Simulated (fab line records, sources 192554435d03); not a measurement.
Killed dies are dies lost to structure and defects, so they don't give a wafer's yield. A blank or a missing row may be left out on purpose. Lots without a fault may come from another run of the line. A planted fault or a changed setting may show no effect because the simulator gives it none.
fab line records | flow n5_finfet
record lots=8 wafers=24 last_day=17
route steps=1938 shown MOL_CONTACT_COAG@588 BEOL_M4@1111 PASSIVATION@1936
lots that met no fault: from a run of the same line without faults
start_h: hours from the record's first day to the start of the lot's first wafer shown | wait_h: hours since the lot's step before | " the same as in the row above | L1.1+2: a row that stands for several wafers | - no value, or no start given | * or withheld: withheld | < > ~ a bound
route shown NAME@n: a module of which the file shows steps, and the number in the route of the first | usual: mean/standard deviation of fault-free wafers | same: alike in all rows | chamber/n: place in a boat | sites: the reading at each site | _std_site: their standard deviation | _edge_site: outer sites' mean less inner sites' | radius_mm: how far each site lies from the wafer's centre | mask NAME#n: copy n | behind: the tool/chamber that last shaped the wafer | hold: why the lot was held/for how many hours/how that ended | device: the transistor (n, p or np) that didn't switch | end of line: the same wafers' tests at the end of the route | a step without rows: its recipe alone | killed: dies lost to structure and defects at the first sort, not the wafer's yield | map: a wafer's dies, x killed, . not, _ none there
set.NAME: the setting as run; set.NAME@STEP: as run at that earlier step | model.NAME: the simulator's own value behind a step, which no gauge read
steps of the route over a sample of lots; a table a step, a row a wafer
services: from which hour (start_h, from the record's first day; less than 0 if before it) a tool's chamber was out of use, for how many hours, and why
## steps
# step N5_MOL_CONTACT_COAG_ETCH_47
# recipe chemistry=CH3F/O2 target=SiNx target_depth_a=270 mask_material=SiO2 stop_on=W over_etch_frac=0.2 ion_energy_ev=120 endpoint=OES-CN pressure_mtorr=30 source_w=395 bias_w=73 Ar_flow_sccm=150 CH3F_flow_sccm=30 O2_flow_sccm=20 ends=end_point
# usual chamber_pressure_mTorr=30.000/0.025 drypump_motor_current_A=5.7/0.54 etch_rf_on_time_s=31.1/0.44 oes_product_au=0.70/0.052 rf_fwd_power_W=386.7/1.8 rf_vpp_V=297/5.5 showerhead_plenum_p_Torr=2.00/0.056 throttle_valve_pct=16.39/0.27
# columns lot.wafer tool chamber start_h wait_h chamber_pressure_mTorr drypump_motor_current_A etch_rf_on_time_s oes_product_au rf_fwd_power_W rf_hours_counter_h rf_vpp_V showerhead_plenum_p_Torr throttle_valve_pct
L651.1 rie_diel-01 0 112.39 0.0 30.010 5.3 31.4 0.80 386.5 24 289 2.05 16.31
L651.4 " 1 " " 29.994 5.4 30.8 0.76 387.5 48 298 2.06 16.26
L651.5 " 2 " " 30.016 5.1 31.3 0.73 387.8 - 305 1.94 16.27
L653.1 rie_diel-01 0 133.01 0.0 29.983 5.3 31.5 0.78 390.6 32 289 2.04 16.33
L653.2 " 2 " " 29.988 5.1 31.4 0.72 386.4 79 306 1.94 16.27
L653.5 " 1 " " 30.019 5.5 30.7 0.75 388.5 - 296 2.05 16.29
L654.2 rie_diel-02 1 134.16 0.0 30.031 6.6 30.7 0.66 386.9 149 301 2.00 16.57
L654.3 " 3 " " 29.974 5.0 30.9 0.66 386.1 164 289 1.99 16.72
L654.6 " 0 " " 30.036 5.6 31.5 0.64 386.2 - 293 2.06 16.63
L655.2 rie_diel-01 0 137.40 0.0 29.957 5.3 31.4 0.79 388.2 34 289 2.05 16.32
L655.3 " 2 " " 30.009 5.1 31.2 0.73 388.7 81 305 1.94 16.27
L655.5 " 1 " " 29.992 5.5 30.8 0.75 387.3 - 297 2.05 16.26
L658.1 rie_diel-01 0 152.79 0.0 29.995 5.3 31.2 0.79 389.5 39 289 2.04 16.34
L658.2 " 3 " " 29.981 6.2 31.1 0.73 384.5 53 291 2.03 15.87
L658.6 " 0 " " 30.000 5.3 31.1 0.78 390.6 - 290 2.04 16.33
L659.1 rie_diel-01 3 156.81 0.0 29.987 6.2 31.7 0.72 384.4 54 293 2.03 15.86
L659.4 " 1 " " 30.003 5.5 31.2 0.74 389.5 64 296 2.05 16.29
L659.5 " 1 " " 29.916 5.5 31.2 0.73 388.5 - 295 2.05 16.26
L664.1 rie_diel-01 0 188.09 0.0 29.972 5.3 31.8 0.75 392.2 51 290 2.04 16.36
L664.2 " 3 " " 29.992 6.2 31.4 0.72 383.4 65 293 2.03 15.89
L664.3 " 1 " " 29.943 5.4 31.5 0.72 386.5 75 297 2.05 16.32
L671.1 rie_diel-04 1 233.44 0.0 29.979 6.0 32.0 0.62 385.1 235 301 1.96 16.75
L671.3 " 0 " " 30.010 6.8 31.7 0.63 385.7 218 300 1.90 16.78
L671.4 " 3 " " 30.038 5.3 31.5 0.67 387.8 185 299 1.92 16.58
# step N5_MOL_CONTACT_COAG_DESCUM_45
# recipe chemistry=O2 time_s=7 source_power_w=50 bias_power_w=20 pressure_mtorr=20 rf_frequency_hz=2.712e+07 temp_c=40 resist=CAR-EUV o2_flow_sccm=225
# usual chamber_pressure_mTorr=20.00/0.03 drypump_motor_current_A=5.8/0.55 oes_product_au=0.77/0.06 rf_vpp_V=242.9/1.3 showerhead_plenum_p_Torr=2.08/0.061 throttle_valve_pct=20.56/0.28
# columns lot.wafer tool chamber start_h wait_h chamber_pressure_mTorr drypump_motor_current_A oes_product_au rf_hours_counter_h rf_vpp_V showerhead_plenum_p_Torr throttle_valve_pct
L651.1 rie_diel-01 2 113.10 0.1 20.02 5.1 0.82 72 241.8 2.04 20.44
L651.4 " 3 " " 19.99 6.2 0.86 39 244.2 2.12 19.90
L651.5 " 3 " " 19.95 6.3 0.86 - 243.1 2.12 19.90
L653.1 rie_diel-04 0 134.01 0.0 20.00 6.8 0.71 187 240.9 2.00 20.80
L653.2 " 1 " " 20.02 6.0 0.72 201 242.2 2.09 20.90
L653.5 " 3 " " 19.99 5.3 0.77 - 241.6 2.02 20.62
L654.2 rie_diel-02 0 134.95 0.0 20.01 5.6 0.73 223 243.1 2.17 20.81
L654.3 " 1 " " 20.01 6.6 0.74 149 244.1 2.09 20.62
L654.6 " 1 " " 20.01 6.6 0.74 - 242.6 2.09 20.64
L655.2 rie_diel-04 0 138.25 0.1 20.00 6.8 0.73 188 241.0 2.00 20.79
L655.3 " 2 " " 20.02 6.1 0.90 33 241.6 2.03 20.05
L655.5 " 3 " " 19.97 5.3 0.77 - 241.6 2.02 20.61
L658.1 rie_diel-04 0 153.47 0.0 19.98 6.8 0.72 191 241.7 2.00 20.79
L658.2 " 3 " " 19.98 5.3 0.77 158 242.5 2.01 20.60
L658.6 " 1 " " 20.01 6.0 0.72 - 244.1 2.09 20.93
L659.1 rie_diel-02 2 157.48 0.0 20.00 5.8 0.75 168 245.3 2.17 20.42
L659.4 " 3 " " 20.01 5.0 0.74 173 244.3 2.06 20.73
L659.5 " 3 " " 19.98 5.0 0.74 - 243.6 2.06 20.73
L664.1 rie_diel-02 2 188.77 0.0 20.05 5.9 0.75 178 245.3 2.17 20.43
L664.2 " 3 " " 20.00 5.0 0.73 184 242.7 2.06 20.74
L664.3 " 1 " " 20.02 6.6 0.73 168 242.1 2.08 20.64
L671.1 rie_diel-04 2 234.21 0.1 20.01 6.2 0.84 66 242.1 2.02 20.10
L671.3 " 1 " " 19.99 6.0 0.69 236 242.6 2.08 20.96
L671.4 " 3 " " 19.99 5.3 0.73 186 241.0 2.00 20.65
# step N5_MOL_CONTACT_COAG_ETCH_67
# recipe chemistry=N2/H2 target=SOC target_depth_a=600 overetch_a=210 mask_material=SiARC temp_c=40 time_s=101.2 ion_energy_ev=200 pressure_mtorr=30 source_w=840 bias_w=150 n2_flow_sccm=200 h2_flow_sccm=200
# usual chamber_pressure_mTorr=30.00/0.034 drypump_motor_current_A=5.7/0.54 oes_product_au=0.65/0.05 rf_fwd_power_W=835.1/2.8 rf_vpp_V=523.8/2 showerhead_plenum_p_Torr=2.54/0.065 throttle_valve_pct=17.9/0.32
# columns lot.wafer tool chamber start_h wait_h chamber_pressure_mTorr drypump_motor_current_A oes_product_au rf_fwd_power_W rf_hours_counter_h rf_vpp_V showerhead_plenum_p_Torr throttle_valve_pct
L651.1 rie_diel-02 0 113.45 0.0 29.99 5.6 0.61 836.4 216 525.7 2.63 18.2
L651.4 " 3 " " 29.98 5.0 0.63 837.4 156 523.4 2.55 18.3
L651.5 " 3 " " 30.01 5.0 0.63 835.8 - 523.4 2.55 18.3
L653.1 rie_diel-02 3 134.36 0.0 30.00 5.1 0.62 1035.0 164 487.0 2.54 18.3
L653.2 " 1 " " 30.02 6.6 0.62 1040.4 149 487.3 2.55 18.1
L653.5 " 3 " " 30.03 5.0 0.61 1035.2 - 487.7 2.54 18.3
L654.2 rie_diel-02 3 135.46 0.0 29.99 5.0 0.62 1035.7 164 486.9 2.54 18.3
L654.3 " 1 " " 30.00 6.6 0.62 1035.9 149 487.9 2.55 18.1
L654.6 " 0 " " 30.01 5.6 0.62 1039.2 - 489.5 2.63 18.2
L655.2 rie_diel-04 1 138.63 0.0 30.02 6.0 0.61 838.6 203 522.9 2.52 18.3
L655.3 " 3 " " 30.01 5.3 0.64 839.0 152 521.2 2.45 18.1
L655.5 " 2 " " 29.98 6.1 0.74 840.4 - 522.9 2.48 17.5
L658.1 rie_diel-01 2 154.43 0.0 30.02 5.1 0.67 836.1 87 523.3 2.47 17.7
L658.2 " 3 " " 29.98 6.3 0.69 832.7 54 524.5 2.59 17.4
L658.6 " 1 " " 29.99 5.4 0.69 836.3 - 524.7 2.58 17.6
L659.1 rie_diel-04 3 157.83 0.0 29.97 5.3 0.64 833.4 159 519.6 2.44 18.1
L659.4 " 1 " " 29.99 6.0 0.60 835.3 210 522.6 2.52 18.3
L659.5 " 0 " " 30.03 6.8 0.60 833.2 - 522.3 2.40 18.1
L664.1 rie_diel-01 3 189.49 0.0 29.99 6.3 0.68 836.5 65 524.6 2.59 17.5
L664.2 " 1 " " 29.97 5.4 0.68 836.3 75 525.3 2.58 17.6
L664.3 " 0 " " 30.01 5.3 0.72 834.1 51 525.2 2.56 17.5
L671.1 rie_diel-04 2 234.56 0.0 29.97 6.2 0.70 834.9 66 522.4 2.47 17.5
L671.3 " 0 " " 29.97 6.8 0.60 833.7 218 520.4 2.39 18.1
L671.4 " 1 " " 29.99 6.0 0.59 837.3 236 522.5 2.51 18.3
# step N5_MOL_CONTACT_COAG_STRIP_72
# recipe chemistry=N2/H2 power_w=450 temp_c=40 pressure_mtorr=20 rf_frequency_hz=6e+07 overash_fraction=3 bias_power_w=7 h2_frac=0.5 n2_flow_sccm=200 h2_flow_sccm=200
# usual chamber_pressure_mTorr=20.00/0.044 drypump_motor_current_A=5.7/0.54 oes_product_au=0.78/0.062 rf_vpp_V=59.2/2 showerhead_plenum_p_Torr=2.54/0.065 throttle_valve_pct=23.7/0.4
# columns lot.wafer tool chamber start_h wait_h chamber_pressure_mTorr drypump_motor_current_A oes_product_au rf_hours_counter_h rf_vpp_V showerhead_plenum_p_Torr throttle_valve_pct
L651.1 rie_diel-02 0 113.69 0.0 19.96 5.6 0.74 216 59.4 2.63 24.0
L651.4 " 3 " " 19.94 5.0 0.77 157 61.5 2.54 24.2
L651.5 " 3 " " 20.04 5.0 0.75 - 61.0 2.54 24.1
L653.1 rie_diel-02 3 134.61 0.0 20.00 5.1 0.73 164 58.1 2.54 24.2
L653.2 " 1 " " 19.92 6.6 0.76 149 58.9 2.54 24.0
L653.5 " 3 " " 19.88 5.1 0.74 - 58.7 2.54 24.2
L654.2 rie_diel-02 3 135.70 0.0 19.94 5.0 0.75 164 56.8 2.54 24.2
L654.3 " 1 " " 20.00 6.6 0.74 149 59.7 2.54 24.0
L654.6 " 0 " " 19.96 5.6 0.73 - 58.7 2.63 24.0
L655.2 rie_diel-04 1 138.87 0.0 19.99 5.9 0.73 203 58.9 2.52 24.2
L655.3 " 3 " " 19.95 5.3 0.78 152 59.4 2.44 23.9
L655.5 " 2 " " 19.95 6.2 0.90 - 56.6 2.48 23.2
L658.1 rie_diel-01 2 154.68 0.0 20.05 5.2 0.81 87 61.1 2.46 23.4
L658.2 " 3 " " 20.05 6.3 0.83 54 61.1 2.59 23.3
L658.6 " 1 " " 19.97 5.4 0.83 - 58.3 2.58 23.3
L659.1 rie_diel-04 3 158.07 0.0 19.99 5.3 0.77 159 59.9 2.44 23.9
L659.4 " 1 " " 20.04 6.0 0.72 210 61.9 2.52 24.2
L659.5 " 0 " " 20.01 6.8 0.73 - 61.3 2.40 23.7
L664.1 rie_diel-01 3 189.74 0.0 19.99 6.3 0.82 65 59.4 2.58 23.4
L664.2 " 1 " " 19.97 5.4 0.82 75 58.1 2.57 23.3
L664.3 " 0 " " 20.06 5.3 0.84 52 55.3 2.55 23.1
L671.1 rie_diel-04 2 234.80 0.0 20.00 6.1 0.84 66 57.6 2.47 23.2
L671.3 " 0 " " 20.01 6.8 0.72 218 52.0 2.39 23.8
L671.4 " 1 " " 20.02 6.0 0.71 236 57.7 2.51 24.2
# step N5_BEOL_M4_RC_MEAS_101
# usual DIBL_N=36.4/1.7 DIBL_P=36.4/2.1 IOFF_N=0.16/0.035 IOFF_P=0.21/0.035 ION_N=680/11 ION_P=465/6.8 SS_N=71.5/0.58 SS_P=73.2/0.72 VT_N=249/3.6 VT_P=-250/3.1
# columns lot.wafer tool chamber start_h wait_h DIBL_N[mV/V] DIBL_P[mV/V] IOFF_N[nA/um] IOFF_P[nA/um] ION_N[uA/um] ION_P[uA/um] SS_N[mV/dec] SS_P[mV/dec] VT_N[mV] VT_P[mV]
L651.1 prober-01 0 181.62 0.0 36.0 37.7 0.17 0.24 685 469 71.2 73.6 248 -250
L651.4 " 0 " " 35.2 36.5 0.16 0.22 686 471 71.3 73.5 249 -250
L651.5 " 0 " " 37.9 39.5 0.22 0.28 693 476 72.1 74.4 247 -246
L654.2 prober-02 0 209.50 0.2 37.9 39.1 0.19 0.23 686 461 72.5 74.7 247 -251
L654.3 " 0 " " 35.0 34.9 0.13 0.17 666 458 70.4 73.3 255 -254
L654.6 " 0 " " 37.2 37.8 0.16 0.21 669 459 71.7 73.2 251 -252
L653.1 prober-02 0 213.96 0.0 35.7 37.8 0.17 0.19 678 457 71.7 73.8 250 -254
L653.2 " 0 " " 34.6 35.9 0.14 0.17 662 451 71.5 73.2 252 -256
L653.5 " 0 " " 36.0 37.8 0.18 0.20 680 459 71.9 74.4 247 -251
L655.2 prober-01 0 214.45 0.2 36.3 35.4 0.15 0.22 689 472 71.8 73.4 252 -248
L655.3 " 0 " " 34.1 33.1 0.13 0.19 670 466 71.3 72.8 252 -246
L655.5 " 0 " " 36.1 35.0 0.15 0.22 683 474 71.7 73.1 252 -246
L658.1 prober-02 0 218.23 0.0 36.5 36.4 0.14 0.19 686 472 72.0 73.6 251 -252
L658.2 " 0 " " 38.0 39.3 0.19 0.24 693 474 71.2 73.5 249 -249
L658.6 " 0 " " 40.3 42.2 0.24 0.30 701 475 72.4 74.3 244 -245
L659.1 prober-01 0 220.75 0.0 37.7 36.4 0.19 0.24 697 474 71.9 73.2 244 -246
L659.4 " 0 " " 35.5 33.3 0.13 0.18 655 457 71.9 72.4 252 -252
L659.5 " 0 " " 35.9 34.8 0.14 0.21 682 469 71.6 72.8 246 -246
L664.1 prober-02 0 260.74 0.0 34.3 33.7 0.13 0.17 657 460 71.6 72.2 254 -251
L664.2 " 0 " " 32.1 33.2 0.11 0.17 669 466 70.7 72.4 252 -253
L664.3 " 0 " " 35.0 36.9 0.15 0.20 663 458 71.1 73.0 249 -249
L671.1 prober-01 0 306.11 0.5 38.1 38.2 0.17 0.26 678 476 71.5 74.7 251 -248
L671.3 " 0 " " 36.0 34.8 0.14 0.20 674 470 71.9 72.7 252 -250
L671.4 " 0 " " 34.3 33.1 0.12 0.18 669 466 70.5 72.2 254 -251
# step N5_PASSIVATION_PROBE_49
# usual defect_limited_yield=91.3/1.4 killed_at_M0_to_M3=36/11 killed_at_M4_up=13/5.2 killed_at_contacts=13/6.5 killed_at_front_end=37/11 killed_at_other=3.6/2.9 killed_dies=103/17 killed_open=68/12 killed_short=33/7.3 sort_bin_4_leakage=0.01/0.039 sort_bin_5_function=5.2/0.91 sort_bin_6_memory=3.2/0.67 sort_n_pass=1077/17 sort_yield_pct=91.3/1.4
# same gross_dies=1180 killed_at_back_side=0 sort_bin_8_speed[%]=0
# columns lot.wafer tool chamber start_h wait_h defect_limited_yield[%] killed_at_M0_to_M3 killed_at_M4_up killed_at_contacts killed_at_front_end killed_at_other killed_dies killed_open killed_short sort_bin_4_leakage[%] sort_bin_5_function[%] sort_bin_6_memory[%] sort_n_pass sort_yield_pct[%]
L651.1 prober-02 - 284.32 0.0 91.5 33 10 25 31 1 100 61 38 0 5.1 3.1 1080 91.5
L651.4 prober-02 - 284.47 0.2 91.8 41 16 13 26 1 97 66 31 0 4.9 2.8 1083 91.8
L651.5 prober-02 - 284.52 0.2 91.3 40 25 11 26 1 103 66 34 0 4.4 4.0 1077 91.3
L654.2 prober-01 - 320.36 0.1 92.2 37 14 2 38 1 92 62 30 0 4.7 2.7 1088 92.2
L654.3 prober-01 - 320.41 0.1 91.2 42 16 7 34 5 104 74 29 0 5.3 3.3 1076 91.2
L654.6 prober-01 - 320.56 0.3 91.2 44 10 17 25 8 104 78 26 0 5.0 3.6 1076 91.2
L655.2 prober-02 - 329.48 0.1 90.3 50 10 10 42 2 114 71 43 0 6.1 2.9 1066 90.3
L655.3 prober-02 - 329.53 0.1 90.8 36 16 13 41 3 109 75 34 0 5.8 3.3 1071 90.8
L655.5 prober-02 - 329.63 0.2 92.3 28 16 6 40 1 91 63 28 0 4.7 2.6 1089 92.3
L658.1 prober-01 - 332.93 0.0 89.7 58 7 11 37 9 122 77 44 0 6.4 3.6 1058 89.7
L658.2 prober-01 - 332.98 0.1 90.2 35 12 11 55 3 116 79 37 0 5.8 3.7 1064 90.2
L658.6 prober-01 - 333.18 0.3 89.4 44 6 26 41 8 125 75 50 0.08 6.6 3.9 1054 89.3
L659.1 prober-01 - 341.32 0.0 87.3 47 7 12 81 3 150 99 51 0 7.5 5.1 1030 87.3
L659.4 prober-01 - 341.47 0.2 89.6 38 21 5 56 3 123 77 45 0 6.2 3.9 1057 89.6
L659.5 prober-01 - 341.52 0.2 90.4 46 16 4 36 11 113 75 38 0 5.8 3.5 1067 90.4
L664.1 prober-02 - 367.12 0.0 90.9 34 12 14 42 5 107 69 38 0 5.3 3.6 1073 90.9
L664.2 prober-02 - 367.17 0.1 89.9 47 11 13 46 2 119 85 33 0 5.6 4.1 1061 89.9
L664.3 prober-02 - 367.22 0.1 91.0 35 11 8 40 12 106 70 34 0 5.3 3.1 1074 91.0
L671.1 prober-01 - 409.90 0.0 87.7 70 10 13 48 4 145 93 52 0 6.7 4.8 1035 87.7
L671.3 prober-01 - 410.00 0.1 92.5 40 14 3 24 8 89 61 28 0 4.7 2.6 1091 92.5
L671.4 prober-01 - 410.05 0.2 91.9 35 15 13 25 7 95 66 29 0 4.4 3.4 1085 91.9
# killed by level:class
L651.1 MOL_CONTACT_COAG:geometric_particle:open=20 FIN_SAQP:geometric_particle:short=8 FIN_SAQP:geometric_particle:open=7 BEOL_M0:geometric_particle:short=6 BEOL_M2:geometric_particle:open=6 MOL_CONTACT_COAG:geometric_particle:short=5 DUMMY_GATE:geometric_particle:open=4 BEOL_M3:geometric_particle:open=4
L651.4 BEOL_M2:geometric_particle:open=15 MOL_CONTACT_COAG:geometric_particle:open=10 BEOL_M0_SAQP:geometric_particle:short=8 BEOL_M0_SAQP:geometric_particle:open=7 GATE_CUT:geometric_particle:open=5 BEOL_M4:geometric_particle:open=5 STI_FIN_REVEAL:geometric_particle:open=4 BEOL_M3:geometric_particle:short=4
L651.5 BEOL_M0_SAQP:geometric_particle:short=13 MOL_CONTACT_COAG:geometric_particle:open=10 BEOL_M0_SAQP:geometric_particle:open=9 BEOL_M2:geometric_particle:open=8 FIN_SAQP:geometric_particle:open=7 BEOL_M4:geometric_particle:open=7 FIN_SAQP:geometric_particle:short=5 BEOL_M7:geometric_particle:open=5
L654.2 FIN_SAQP:geometric_particle:short=10 BEOL_M0_SAQP:geometric_particle:open=9 BEOL_M2:geometric_particle:open=8 BEOL_M3:geometric_particle:open=8 FIN_SAQP:geometric_particle:open=6 STI_FIN_REVEAL:geometric_particle:open=6 BEOL_M5:geometric_particle:open=5 DUMMY_GATE:geometric_particle:open=4
L654.3 BEOL_M0_SAQP:geometric_particle:open=15 FIN_SAQP:geometric_particle:open=8 BEOL_M3:geometric_particle:open=8 MOL_CONTACT_COAG:geometric_particle:open=7 BEOL_M1:geometric_particle:open=7 FIN_SAQP:geometric_particle:short=6 BEOL_M0_SAQP:geometric_particle:short=6 STI_FIN_REVEAL:geometric_particle:open=5
L654.6 BEOL_M2:geometric_particle:open=16 MOL_CONTACT_COAG:geometric_particle:open=15 BEOL_M3:geometric_particle:open=9 STI_FIN_REVEAL:geometric_particle:open=8 BEOL_M4:geometric_particle:open=6 BEOL_M0_SAQP:geometric_particle:short=5 FIN_SAQP:geometric_particle:short=4 PASS1_CAP:geometric_particle:open=4
L655.2 STI_FIN_REVEAL:geometric_particle:open=21 BEOL_M0_SAQP:geometric_particle:short=20 BEOL_M0_SAQP:geometric_particle:open=12 MOL_CONTACT_COAG:geometric_particle:open=9 BEOL_M2:geometric_particle:open=6 BEOL_M1:geometric_particle:open=4 BEOL_M1:geometric_particle:short=4 BEOL_M4:geometric_particle:open=4
L655.3 STI_FIN_REVEAL:geometric_particle:open=16 MOL_CONTACT_COAG:geometric_particle:open=10 BEOL_M4:geometric_particle:open=9 BEOL_M0_SAQP:geometric_particle:open=7 BEOL_M3:geometric_particle:open=6 FIN_SAQP:geometric_particle:open=5 GATE_CUT:geometric_particle:short=5 BEOL_M1:geometric_particle:open=5
L655.5 STI_FIN_REVEAL:geometric_particle:open=14 BEOL_M2:geometric_particle:open=8 FIN_SAQP:geometric_particle:open=7 BEOL_M0_SAQP:geometric_particle:short=7 MOL_CONTACT_COAG:geometric_particle:open=6 BEOL_M4:geometric_particle:open=6 BEOL_M1:geometric_particle:short=5 FIN_SAQP:geometric_particle:short=3
L658.1 BEOL_M0_SAQP:geometric_particle:open=15 BEOL_M0_SAQP:geometric_particle:short=13 GATE_CUT:geometric_particle:short=10 MOL_CONTACT_COAG:geometric_particle:open=9 BEOL_M2:geometric_particle:open=8 FIN_SAQP:geometric_particle:open=7 BEOL_M3:geometric_particle:open=7 STI_FIN_REVEAL:geometric_particle:open=5
L658.2 STI_FIN_REVEAL:geometric_particle:open=14 MOL_CONTACT_COAG:geometric_particle:open=10 BEOL_M2:geometric_particle:open=9 BEOL_M0_SAQP:geometric_particle:open=8 FIN_SAQP:geometric_particle:short=7 FIN_SAQP:geometric_particle:open=7 STI_FIN_REVEAL:geometric_particle:short=5 BEOL_M5:geometric_particle:open=5
L658.6 MOL_CONTACT_COAG:geometric_particle:open=18 BEOL_M0_SAQP:geometric_particle:short=12 FIN_SAQP:geometric_particle:short=9 BEOL_M0_SAQP:geometric_particle:open=9 FIN_SAQP:geometric_particle:open=8 MOL_CONTACT_COAG:geometric_particle:short=8 STI_FIN_REVEAL:geometric_particle:open=6 BEOL_M1:geometric_particle:open=6
L659.1 STI_FIN_REVEAL:geometric_particle:open=37 FIN_SAQP:geometric_particle:open=13 BEOL_M0_SAQP:geometric_particle:short=12 BEOL_M0_SAQP:geometric_particle:open=10 BEOL_M2:geometric_particle:open=10 MOL_CONTACT_COAG:geometric_particle:open=9 GATE_CUT:geometric_particle:short=8 STI_FIN_REVEAL:geometric_particle:short=7
L659.4 FIN_SAQP:geometric_particle:short=13 STI_FIN_REVEAL:geometric_particle:open=13 FIN_SAQP:geometric_particle:open=12 BEOL_M4:geometric_particle:open=10 BEOL_M2:geometric_particle:open=9 BEOL_M0_SAQP:geometric_particle:short=8 BEOL_M0_SAQP:geometric_particle:open=7 BEOL_M1:geometric_particle:short=6
L659.5 BEOL_M2:geometric_particle:open=16 STI_FIN_REVEAL:geometric_particle:open=13 FIN_SAQP:geometric_particle:short=7 BEOL_M4:geometric_particle:open=7 BEOL_M2:geometric_particle:short=6 BEOL_M3:geometric_particle:open=6 FIN_SAQP:geometric_particle:open=5 BEOL_M0_SAQP:geometric_particle:open=5
L664.1 BEOL_M1:geometric_particle:open=11 STI_FIN_REVEAL:geometric_particle:open=9 MOL_CONTACT_COAG:geometric_particle:open=9 ILD0:geometric_particle:open=6 FIN_SAQP:geometric_particle:open=5 MOL_CONTACT_COAG:geometric_particle:short=5 BEOL_M0_SAQP:geometric_particle:open=5 GATE_CUT:geometric_particle:short=4
L664.2 BEOL_M1:geometric_particle:open=17 MOL_CONTACT_COAG:geometric_particle:open=12 FIN_SAQP:geometric_particle:open=10 BEOL_M0_SAQP:geometric_particle:short=10 FIN_SAQP:geometric_particle:short=9 STI_FIN_REVEAL:geometric_particle:open=6 BEOL_M0_SAQP:geometric_particle:open=6 GATE_CUT:geometric_particle:open=5
L664.3 FIN_SAQP:geometric_particle:open=8 GATE_CUT:geometric_particle:open=7 BEOL_M2:geometric_particle:open=7 STI_FIN_REVEAL:geometric_particle:open=6 MOL_CONTACT_COAG:geometric_particle:open=5 BEOL_M0_SAQP:geometric_particle:open=5 BEOL_M3:geometric_particle:open=5 FIN_SAQP:geometric_particle:short=4
L671.1 BEOL_M0_SAQP:geometric_particle:open=26 BEOL_M0_SAQP:geometric_particle:short=16 FIN_SAQP:geometric_particle:open=11 FIN_SAQP:geometric_particle:short=9 MOL_CONTACT_COAG:geometric_particle:open=9 BEOL_M3:geometric_particle:open=9 STI_FIN_REVEAL:geometric_particle:open=6 BEOL_M2:geometric_particle:open=6
L671.3 BEOL_M0_SAQP:geometric_particle:open=13 BEOL_M3:geometric_particle:open=11 BEOL_M0_SAQP:geometric_particle:short=7 BEOL_M1:geometric_particle:open=6 FIN_SAQP:geometric_particle:open=5 BEOL_M4:geometric_particle:open=5 FIN_SAQP:geometric_particle:short=4 GATE_CUT:geometric_particle:short=4
L671.4 MOL_CONTACT_COAG:geometric_particle:open=11 BEOL_M3:geometric_particle:open=10 BEOL_M0_SAQP:geometric_particle:short=8 BEOL_M0_SAQP:geometric_particle:open=7 BEOL_M4:geometric_particle:open=7 STI_FIN_REVEAL:geometric_particle:open=6 FIN_SAQP:geometric_particle:short=5 FIN_SAQP:geometric_particle:open=4
## services
# columns tool chamber start_h hours kind
rie_diel-04 0 143.65 8.5 repair
rie_diel-02 0 211.43 - clean
rie_diel-02 0 211.43 - consumable_replace:focus_ring
rie_diel-02 0 211.43 15.1 scheduled_down
rie_diel-02 0 211.43 15.1 vent_cycle
rie_diel-01 - 226.88 11.4 repair
## key
first_sign step=N5_MOL_CONTACT_COAG_ETCH_67 reading=rf_fwd_power_W direction=up sigmas=71 usual=* struck=*
effect step=N5_MOL_CONTACT_COAG_ETCH_67 reading=rf_vpp_V direction=down sigmas=18 usual=523.8 struck=487.7
met_at N5_MOL_CONTACT_COAG_ETCH_67
struck_lots L653,L654
rows_end L653.1,L653.2,L653.5
not_acting_at N5_MOL_CONTACT_COAG_ETCH_47,N5_MOL_CONTACT_COAG_DESCUM_45,N5_MOL_CONTACT_COAG_STRIP_72
onset_between 113.45 134.36
fault kind=process_parameter_drift tool=rie_diel-02 chamber=- onset_h=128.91 steps=N5_MOL_CONTACT_COAG_ETCH_67 channel=source_w offset=201.6 shape=step acts_in=these_recipes_only stated=840
# rows_end: these wafers met a further fault down the route, and their rows from its step on are left out
